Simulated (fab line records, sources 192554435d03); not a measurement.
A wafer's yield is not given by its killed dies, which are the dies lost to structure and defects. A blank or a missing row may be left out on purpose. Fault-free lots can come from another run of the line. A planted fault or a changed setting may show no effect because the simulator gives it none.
fab line records    flow n5_finfet
[record] lots = 7  wafers = 18  last_day = 17
route steps=1938 shown MIM_BOT_LITHO@1855 MIM_BOT_ETCH@1866 PASSIVATION@1936
lots that met no fault: from a run of the same line without faults
start_h: hours from the record's opening day to when the first of the lot's shown wafers began    wait_h: hours elapsed since this lot's preceding step    " identical to the entry in the row above    L1.1+2: a row that stands for several wafers    - either no value or no given start    * or withheld: withheld    < > ~ a bound
route shown NAME@n: names a module that has steps shown in the file, with the first one's number in the route    usual: mean/standard deviation taken from wafers without a fault    same: alike in all rows    chamber/n: place in a boat    sites: per-site readings    _std_site: the standard deviation of these    _edge_site: outer sites' mean less inner sites'    radius_mm: how far each site lies from the wafer's centre    mask NAME#n: copy n    behind: tool/chamber where the wafer was last shaped    hold: cause of the lot's hold/its duration in hours/its outcome    device: whichever transistor did not switch (one of n, p or np)    end of line: the same wafers' tests at the end of the route    step lacking rows: just its recipe    killed: dies lost to structure and defects at the first sort, not the wafer's yield    map: shows each die of a wafer: x if killed, . if not, _ if none is there
set.NAME: setting as actually run; set.NAME@STEP: the setting as run at that earlier step    model.NAME: the simulator's own value behind a step, which no gauge read
lots seen at some steps along the route; tables by step, rows by wafer
services: the hour from which a tool's chamber was out of use, counted from the record's first day as start_h (under 0 if before that day), plus the number of hours and why
[[steps]]
[step N5_MIM_BOT_LITHO_COAT_02]
[recipe] spin_rpm = *  resist_thk_nm = *
[step N5_MIM_BOT_LITHO_EBR_04]
[recipe] solvent = PGMEA  ebr_width_mm = 1.5
[step N5_MIM_BOT_LITHO_SOFTBAKE_03]
[recipe] temp_c = 100  time_s = 90
[step N5_MIM_BOT_LITHO_EXPOSE_05]
[recipe] mask_id = MIM_BOT  na = 0.55  source_shape = conventional  sigma_outer = 0.8  polarization = unpolarized  dose_mj = 24.25
[step N5_MIM_BOT_LITHO_PEB_06]
[recipe] peb_temp_c = withheld  peb_time_s = *
[step N5_MIM_BOT_LITHO_DEVELOP_07]
[recipe] develop_time_s = 60  rinse_liquid = diw  dry = air_spin  dev_temp_c = 21
[step N5_MIM_BOT_LITHO_HARDBAKE_09]
[recipe] temp_c = 130  time_s = 120
[step N5_MIM_BOT_LITHO_CD_MEAS_08]
[recipe] target_cd_nm = 3000  landing_energy_ev = 500  detector = se_inlens  polarity = opening
[usual] cd_nm = 3000.4/1.6
lot.wafer  tool       chamber  start_h  wait_h  cd_nm
L462.4     cd_sem-01  0        289.88   -       3000.9
L462.5     "          0        "        "       3002.4
L462.6     "          0        "        "       3001.6
L463.3     cd_sem-02  0        293.48   -       2999.2
L463.4     "          0        "        "       3002.3
L463.6     "          0        "        "       3002.9
L464.4     cd_sem-02  0        308.90   -       3002.7
L464.6     "          0        "        "       3000.9
L467.1     cd_sem-01  0        315.59   -       2997.5
L467.3     "          0        "        "       2999.6
L468.3     cd_sem-03  0        327.91   -       3000.7
L468.6     "          0        "        "       3003.7
L476.2     cd_sem-01  0        376.76   -       3003.0
L476.3     "          0        "        "       3000.2
L476.6     "          0        "        "       3000.2
L482.1     cd_sem-02  0        397.95   -       3000.5
L482.3     "          0        "        "       3002.3
L482.6     "          0        "        "       3000.7
[step N5_MIM_BOT_LITHO_OVL_MEAS_11]
[recipe] points_per_wafer = 44
[usual] MIM_BOT_OVL = -3/6
[same] points_per_wafer = 44
lot.wafer  tool        chamber  start_h  wait_h  MIM_BOT_OVL[nm]
L462.4     overlay-01  0        289.91   0.0     -1
L462.5     "           0        "        "       -5
L462.6     "           0        "        "       -7
L463.3     overlay-02  0        293.51   0.0     -7
L463.4     "           0        "        "       -1
L463.6     "           0        "        "       -1
L464.4     overlay-02  0        308.93   0.0     -9
L464.6     "           0        "        "       -1
L467.1     overlay-02  0        315.62   0.0     -4
L467.3     "           0        "        "       -9
L468.3     overlay-02  0        327.93   0.0     -10
L468.6     "           0        "        "       -14
L476.2     overlay-01  0        376.79   0.0     -11
L476.3     "           0        "        "       -10
L476.6     "           0        "        "       -5
L482.1     overlay-02  0        397.98   0.0     -9
L482.3     "           0        "        "       -11
L482.6     "           0        "        "       -12
[step N5_MIM_BOT_LITHO_INSPECT_12]
[recipe] mode = adi  inspect_instrument = macro
[usual] raw_defect_count = 2.1/1.5
lot.wafer  tool               chamber  start_h  wait_h  raw_defect_count
L462.4     defect_inspect-02  -        289.93   0.0     2
L462.5     "                  -        "        "       5
L462.6     "                  -        "        "       3
L463.3     defect_inspect-02  -        293.53   0.0     0
L463.4     "                  -        "        "       0
L463.6     "                  -        "        "       1
L464.4     defect_inspect-01  -        308.95   0.0     3
L464.6     "                  -        "        "       1
L467.1     defect_inspect-02  -        315.65   0.0     0
L467.3     "                  -        "        "       2
L468.3     defect_inspect-01  -        327.96   0.0     0
L468.6     "                  -        "        "       3
L476.2     defect_inspect-02  -        376.82   0.0     2
L476.3     "                  -        "        "       3
L476.6     "                  -        "        "       0
L482.1     defect_inspect-01  -        398.00   0.0     1
L482.3     "                  -        "        "       4
L482.6     "                  -        "        "       4
[step N5_MIM_BOT_LITHO_DESCUM_10]
[recipe] chemistry = O2  time_s = 7.9  source_power_w = 50  bias_power_w = 20  pressure_mtorr = 20  rf_frequency_hz = 2.712e+07  temp_c = 40  o2_flow_sccm = 225
[usual] drypump_motor_current_A = 5.9/0.37  oes_product_au = 0.84/0.061  rf_vpp_V = 243.3/1.2  showerhead_plenum_p_Torr = 2.12/0.064  throttle_valve_pct = 20.46/0.2
lot.wafer  tool         chamber  start_h  wait_h  drypump_motor_current_A  oes_product_au  rf_hours_counter_h  rf_vpp_V  showerhead_plenum_p_Torr  throttle_valve_pct
L462.4     rie_diel-01  2        289.97   0.0     5.9                      0.98            5                   243.9     2.15                      20.34
L462.5     "            3        "        "       5.3                      0.84            -                   245.2     2.23                      20.72
L462.6     "            2        "        "       5.9                      0.99            -                   243.3     2.15                      20.35
L463.3     rie_diel-01  1        293.76   0.2     6.1                      0.87            38                  241.9     2.06                      20.37
L463.4     "            0        "        "       6.0                      0.81            90                  244.4     2.21                      20.43
L463.6     "            2        "        "       5.9                      0.97            -                   244.0     2.15                      20.34
L464.4     rie_diel-02  2        309.02   0.1     6.2                      0.83            -                   244.2     2.12                      20.17
L464.6     "            3        "        "       5.5                      0.81            -                   243.6     2.15                      20.23
L467.1     rie_diel-01  0        315.68   0.0     6.0                      0.79            100                 244.0     2.21                      20.46
L467.3     "            2        "        "       5.9                      0.94            16                  244.1     2.15                      20.37
L468.3     rie_diel-06  3        327.99   0.0     5.4                      1.01            3                   241.9     2.05                      20.38
L468.6     "            1        "        "       6.5                      0.85            -                   243.2     2.14                      20.74
L476.2     rie_diel-01  2        376.85   0.0     5.9                      0.90            36                  243.8     2.14                      20.38
L476.3     "            1        "        "       6.1                      0.82            70                  242.7     2.05                      20.40
L476.6     "            1        "        "       6.1                      0.83            -                   240.9     2.05                      20.42
L482.1     rie_diel-02  2        398.04   0.0     6.2                      0.79            124                 244.0     2.10                      20.21
L482.3     "            0        "        "       6.0                      0.77            138                 243.9     2.10                      20.33
L482.6     "            0        "        "       6.0                      0.77            -                   242.8     2.10                      20.31
[step N5_MIM_BOT_ETCH_ETCH_04]
[recipe] chemistry = CF4/O2  target = SiNx  target_depth_a = 260  time_s = 13  ion_energy_ev = 100  pressure_mtorr = 40  source_w = 535  bias_w = 49  Ar_flow_sccm = 100  cf4_flow_sccm = 100  O2_flow_sccm = 10
[usual] bias_w = 49.02/0.14  drypump_motor_current_A = 5.9/0.37  oes_f_703_au = 0.82/0.055  oes_o_777_au = 0.84/0.058  oes_product_au = 0.83/0.06  rf_vpp_V = 244/3.8  showerhead_plenum_p_Torr = 2.22/0.062  throttle_valve_pct = 15.93/0.21
lot.wafer  tool         chamber  start_h  wait_h  bias_w  drypump_motor_current_A  oes_f_703_au  oes_o_777_au  oes_product_au  rf_hours_counter_h  rf_vpp_V  showerhead_plenum_p_Torr  throttle_valve_pct
L462.4     rie_diel-01  2        290.03   0.0     49.11   5.9                      0.97          1.01          0.99            5                   245       2.25                      15.71
L462.5     "            3        "        "       49.04   5.3                      0.83          0.82          0.83            -                   241       2.33                      16.17
L462.6     "            2        "        "       49.08   5.9                      0.97          1.01          0.98            -                   245       2.25                      15.71
L463.3     rie_diel-01  1        293.83   0.0     48.88   6.1                      0.86          0.90          0.86            38                  247       2.15                      15.73
L463.4     "            0        "        "       49.00   6.0                      0.81          0.80          0.80            90                  241       2.31                      15.91
L463.6     "            2        "        "       49.06   5.9                      0.96          0.99          0.96            -                   245       2.25                      15.71
L464.4     rie_diel-02  2        309.08   0.0     49.01   6.2                      0.80          0.83          0.81            -                   253       2.21                      15.60
L464.6     "            3        "        "       49.02   5.5                      0.82          0.85          0.81            -                   238       2.24                      15.63
L467.1     rie_diel-01  0        315.75   0.0     48.93   6.0                      0.80          0.80          0.81            100                 242       2.31                      15.93
L467.3     "            3        "        "       48.98   5.3                      0.82          0.82          0.82            77                  241       2.33                      16.19
L468.3     rie_diel-06  3        328.06   0.0     49.08   5.4                      0.97          0.97          1.01            3                   247       2.17                      15.93
L468.6     "            1        "        "       49.15   6.5                      0.82          0.85          0.84            -                   245       2.23                      16.14
L476.2     rie_diel-01  2        376.92   0.0     49.05   5.9                      0.89          0.92          0.89            36                  244       2.24                      15.77
L476.3     "            1        "        "       48.99   6.1                      0.82          0.86          0.81            70                  246       2.14                      15.80
L476.6     "            1        "        "       49.02   6.1                      0.81          0.86          0.82            -                   247       2.14                      15.82
L482.1     rie_diel-02  2        398.10   0.0     48.93   6.2                      0.77          0.79          0.79            124                 252       2.20                      15.68
L482.3     "            0        "        "       48.94   6.0                      0.77          0.78          0.76            138                 242       2.20                      15.87
L482.6     "            0        "        "       48.91   6.0                      0.77          0.78          0.77            -                   241       2.20                      15.86
[step N5_MIM_BOT_ETCH_ETCH_03]
[recipe] chemistry = Cl2/BCl3  target_depth_a = 120  pressure_mtorr = 8  icp_w = 800  bias_w = 100  Cl2_flow_sccm = 20  bcl3_flow_sccm = 80
[usual] bias_w = 99.99/0.28  drypump_motor_current_A = 5.79/0.2  he_backside_leak_sccm = 3.32/0.22  oes_product_au = 0.75/0.05  throttle_valve_pct = 27.6/0.34
lot.wafer  tool          chamber  start_h  wait_h  bias_w  drypump_motor_current_A  he_backside_leak_sccm  oes_product_au  rf_hours_counter_h  throttle_valve_pct  model.etch.depth_nm  model.coat_of_MIM_BOT_LITHO_COAT_02.thk_nm  model.MIM_BOT_ETCH.cd_offset_nm
L462.4     rie_metal-03  0        290.15   0.1     100.01  6.04                     3.47                   0.71            -                   27.3                11.79                *                                           -0.2
L462.5     "             1        "        "       100.25  6.03                     3.17                   0.88            -                   27.9                12.3                 *                                           0
L462.6     "             0        "        "       99.88   6.01                     3.38                   0.71            -                   27.3                11.75                *                                           -0.4
L463.3     rie_metal-02  0        293.94   0.1     99.63   5.64                     3.16                   0.77            -                   27.4                12.24                *                                           -0.6
L463.4     "             1        "        "       100.36  5.47                     3.40                   0.74            -                   27.3                11.96                *                                           -0.6
L463.6     "             1        "        "       100.08  5.45                     3.53                   0.73            -                   27.3                11.87                *                                           -0.6
L464.4     rie_metal-02  0        309.17   0.1     100.07  5.63                     2.99                   0.77            -                   27.4                12.19                *                                           0
L464.6     "             0        "        "       100.08  5.64                     3.12                   0.98            -                   27.4                17.76                *                                           -2.6
L467.1     rie_metal-02  1        315.83   0.1     99.76   5.47                     3.40                   0.73            51                  27.3                11.81                *                                           -0.2
L467.3     "             1        "        "       100.05  5.46                     3.49                   0.94            -                   27.3                17.33                *                                           -2.4
L468.3     rie_metal-02  1        328.18   0.1     100.34  5.44                     3.49                   0.94            -                   27.3                17.44                *                                           -2.4
L468.6     "             0        "        "       100.11  5.63                     3.19                   0.97            -                   27.4                17.58                *                                           -2.6
L476.2     rie_metal-01  0        377.00   0.1     99.98   5.82                     3.54                   0.73            60                  27.3                11.84                *                                           0.2
L476.3     "             0        "        "       99.70   5.81                     3.60                   0.72            -                   27.3                11.77                *                                           0.2
L476.6     "             1        "        "       99.30   5.82                     3.02                   0.73            -                   28.1                12.02                *                                           -0.4
L482.1     rie_metal-03  0        398.19   0.1     99.85   6.05                     3.23                   0.69            78                  27.4                11.86                *                                           0.2
L482.3     "             0        "        "       99.79   6.03                     3.26                   0.69            -                   27.3                11.88                *                                           0.2
L482.6     "             0        "        "       99.74   6.03                     2.87                   0.69            -                   27.4                11.86                *                                           -0.2
[step N5_MIM_BOT_ETCH_ETCH_00]
[recipe] chemistry = Cl2/BCl3  target = TiN  target_depth_a = 455  ion_energy_ev = 150  pressure_mtorr = 10  icp_w = 1000  bias_w = 126  Cl2_flow_sccm = 53.25  bcl3_flow_sccm = 21.75  Ar_flow_sccm = 25
[usual] bias_w = 125.9/0.37  drypump_motor_current_A = 5.80/0.2  he_backside_leak_sccm = 3.29/0.23  oes_product_au = 0.75/0.05  throttle_valve_pct = 21.93/0.26
lot.wafer  tool          chamber  start_h  wait_h  bias_w  drypump_motor_current_A  he_backside_leak_sccm  oes_product_au  rf_hours_counter_h  throttle_valve_pct  model.coat_of_MIM_BOT_LITHO_COAT_02.thk_nm  model.MIM_BOT_ETCH.cd_offset_nm
L462.4     rie_metal-03  0        290.25   0.1     126.0   6.02                     3.04                   0.72            -                   21.72               *                                           -0.4
L462.5     "             1        "        "       125.6   6.05                     3.05                   0.89            -                   22.21               *                                           0
L462.6     "             0        "        "       126.1   6.03                     3.16                   0.72            -                   21.70               *                                           -0.6
L463.3     rie_metal-02  0        294.04   0.1     125.8   5.63                     3.24                   0.77            -                   21.82               *                                           -0.8
L463.4     "             1        "        "       125.9   5.45                     3.37                   0.73            -                   21.84               *                                           -0.6
L463.6     "             1        "        "       126.3   5.47                     3.69                   0.73            -                   21.79               *                                           -0.6
L464.4     rie_metal-02  0        309.27   0.1     126.2   5.65                     3.20                   0.76            -                   21.85               *                                           0
L464.6     "             0        "        "       126.3   5.64                     3.25                   0.77            -                   21.82               *                                           -2.8
L467.1     rie_metal-02  1        315.92   0.1     125.5   5.46                     3.37                   0.73            52                  21.80               *                                           -0.4
L467.3     "             1        "        "       125.5   5.46                     3.50                   0.72            -                   21.84               *                                           -2.6
L468.3     rie_metal-02  1        328.28   0.1     126.5   5.45                     3.44                   0.72            -                   21.82               *                                           -2.4
L468.6     "             0        "        "       125.7   5.62                     3.33                   0.75            -                   21.84               *                                           -2.6
L476.2     rie_metal-01  0        377.09   0.1     125.8   5.86                     3.54                   0.72            60                  21.66               *                                           0.2
L476.3     "             0        "        "       125.9   5.85                     3.59                   0.72            -                   21.66               *                                           0.2
L476.6     "             1        "        "       126.4   5.83                     3.07                   0.73            -                   22.34               *                                           -0.2
L482.1     rie_metal-03  0        398.28   0.1     126.1   6.03                     3.62                   0.68            78                  21.76               *                                           0.4
L482.3     "             0        "        "       125.6   6.03                     3.13                   0.69            -                   21.76               *                                           0.4
L482.6     "             0        "        "       126.4   6.01                     2.99                   0.68            -                   21.75               *                                           0.2
[step N5_MIM_BOT_ETCH_STRIP_01]
[recipe] chemistry = O2  power_w = 600  temp_c = 60  pressure_mtorr = 30  rf_frequency_hz = 6e+07  bias_power_w = 0  overash_fraction = 0.5  o2_flow_sccm = 225
[usual] drypump_motor_current_A = 5.9/0.38  oes_product_au = 0.84/0.064  rf_vpp_V = 3.7/1.3  showerhead_plenum_p_Torr = 2.11/0.069  throttle_valve_pct = 16.71/0.19
lot.wafer  tool         chamber  start_h  wait_h  drypump_motor_current_A  oes_product_au  rf_hours_counter_h  rf_vpp_V  showerhead_plenum_p_Torr  throttle_valve_pct
L462.4     rie_diel-02  3        290.36   0.1     5.5                      0.82            58                  3.7       2.15                      16.38
L462.5     "            1        "        "       5.5                      0.70            -                   4.8       2.16                      17.16
L462.6     "            2        "        "       6.2                      0.84            -                   1.7       2.12                      16.33
L463.3     rie_diel-02  0        294.15   0.1     6.0                      0.82            98                  3.5       2.12                      16.53
L463.4     "            3        "        "       5.5                      0.82            60                  3.8       2.15                      16.41
L463.6     "            1        "        "       5.5                      0.71            -                   3.1       2.16                      17.16
L464.4     rie_diel-01  1        309.37   0.1     6.1                      0.84            44                  5.9       2.06                      16.58
L464.6     "            0        "        "       6.0                      0.80            -                   2.3       2.21                      16.67
L467.1     rie_diel-01  1        316.19   0.2     6.1                      0.85            47                  4.5       2.06                      16.64
L467.3     "            3        "        "       5.3                      0.84            77                  5.4       2.23                      16.92
L468.3     rie_diel-06  2        328.38   0.1     5.7                      0.83            95                  2.9       2.02                      16.62
L468.6     "            3        "        "       5.4                      1.00            -                   5.9       2.05                      16.56
L476.2     rie_diel-06  0        377.24   0.1     6.2                      0.78            96                  2.8       2.03                      16.86
L476.3     "            3        "        "       5.4                      0.97            21                  2.3       2.05                      16.59
L476.6     "            3        "        "       5.4                      0.93            -                   4.5       2.05                      16.60
L482.1     rie_diel-02  2        398.42   0.1     6.2                      0.79            124                 2.6       2.11                      16.44
L482.3     "            0        "        "       6.0                      0.75            138                 5.9       2.10                      16.58
L482.6     "            1        "        "       5.5                      0.89            -                   3.8       2.14                      16.77
[step N5_PASSIVATION_PROBE_49]
[usual] defect_limited_yield = 91.2/1.3  killed_at_M0_to_M3 = 34/10  killed_at_M4_up = 13/4.6  killed_at_contacts = 13/5.5  killed_at_front_end = 41/12  killed_at_other = 2.8/2.4  killed_dies = 104/16  killed_open = 67/12  killed_short = 33/7.2  sort_bin_5_function = 5.1/0.86  sort_bin_6_memory = 3.3/0.62  sort_n_pass = 1076/16  sort_yield_pct = 91.2/1.3
[same] gross_dies = 1180  killed_at_back_side = 0  sort_bin_4_leakage[%] = 0  sort_bin_8_speed[%] = 0
lot.wafer  tool       chamber  start_h  wait_h  defect_limited_yield[%]  killed_at_M0_to_M3  killed_at_M4_up  killed_at_contacts  killed_at_front_end  killed_at_other  killed_dies  killed_open  killed_short  sort_bin_5_function[%]  sort_bin_6_memory[%]  sort_n_pass  sort_yield_pct[%]
L463.3     prober-02  -        301.96   0.1     91.3                     36                  10               12                  38                   7                103          69           31            5.5                     3.0                   1077         91.3
L463.4     prober-02  -        302.01   0.2     91.0                     41                  8                24                  30                   3                106          73           30            5.2                     3.1                   1074         91.0
L463.6     prober-02  -        302.11   0.3     90.7                     38                  13               14                  43                   2                110          70           37            5.0                     4.1                   1070         90.7
L476.3     prober-02  -        385.40   0.1     92.9                     32                  15               8                   28                   1                84           51           31            4.4                     2.5                   1096         92.9
// killed by level:class
L463.3 STI_FIN_REVEAL:geometric_particle:open=14 BEOL_M3:geometric_particle:open=10 FIN_SAQP:geometric_particle:short=9 MOL_CONTACT_COAG:geometric_particle:open=9 BEOL_M2:geometric_particle:open=8 DUMMY_GATE:geometric_particle:open=5 BEOL_M0_SAQP:geometric_particle:open=4 BEOL_M1:geometric_particle:open=4
L463.4 MOL_CONTACT_COAG:geometric_particle:open=19 BEOL_M1:geometric_particle:open=9 BEOL_M2:geometric_particle:open=8 BEOL_M3:geometric_particle:open=8 STI_FIN_REVEAL:geometric_particle:open=7 MOL_CONTACT_COAG:geometric_particle:short=5 BEOL_M0_SAQP:geometric_particle:open=5 GATE_CUT:geometric_particle:short=4
L463.6 FIN_SAQP:geometric_particle:short=13 STI_FIN_REVEAL:geometric_particle:open=10 MOL_CONTACT_COAG:geometric_particle:open=10 BEOL_M2:geometric_particle:open=10 BEOL_M3:geometric_particle:open=9 DUMMY_GATE:geometric_particle:open=8 BEOL_M0_SAQP:geometric_particle:open=6 BEOL_M3:geometric_particle:short=5
L476.3 BEOL_M3:geometric_particle:open=13 MOL_CONTACT_COAG:geometric_particle:open=7 DUMMY_GATE:geometric_particle:open=6 FIN_SAQP:geometric_particle:short=5 STI_FIN_REVEAL:geometric_particle:open=5 BEOL_M0_SAQP:geometric_particle:open=4 BEOL_M0_SAQP:geometric_particle:short=4 BEOL_M3:geometric_particle:short=4
[[services]]
tool          chamber  start_h  hours  kind
rie_metal-02  0        279.63   9.4    repair
rie_diel-02   1        302.20   -      clean
rie_diel-02   1        302.20   -      consumable_replace:focus_ring
rie_diel-02   1        302.20   17.0   scheduled_down
rie_diel-02   1        302.20   17.0   vent_cycle
rie_diel-06   3        303.32   -      clean
rie_diel-06   3        303.32   -      consumable_replace:focus_ring
rie_diel-06   3        303.32   15.4   scheduled_down
rie_diel-06   3        303.32   15.4   vent_cycle
rie_diel-01   2        315.73   7.1    repair
rie_metal-01  -        340.25   9.7    repair
rie_diel-02   3        350.59   13.3   repair
rie_diel-02   1        372.17   3.1    repair
[[key]]
[first_sign] step = N5_MIM_BOT_ETCH_ETCH_03  reading = oes_product_au  direction = up  sigmas = 4.1  usual = 0.75  struck = 0.95
effect none on later readings
[model_effect] step = N5_MIM_BOT_ETCH_ETCH_03  value = etch.depth_nm  without = 12  struck = 17.53
[model_effect] step = N5_MIM_BOT_ETCH_ETCH_00  value = coat_of_MIM_BOT_LITHO_COAT_02.thk_nm  without = *  struck = *
met_at N5_MIM_BOT_ETCH_ETCH_03
struck_wafers L464.6,L467.3,L468.3,L468.6
onset_between 293.94 309.17
[fault] kind = process_parameter_drift  tool = rie_metal-02  chamber = -  onset_h = 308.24  steps = N5_MIM_BOT_ETCH_ETCH_03  channel = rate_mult  offset = 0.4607  shape = step  end_h = 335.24  scope = struck_wafers_only
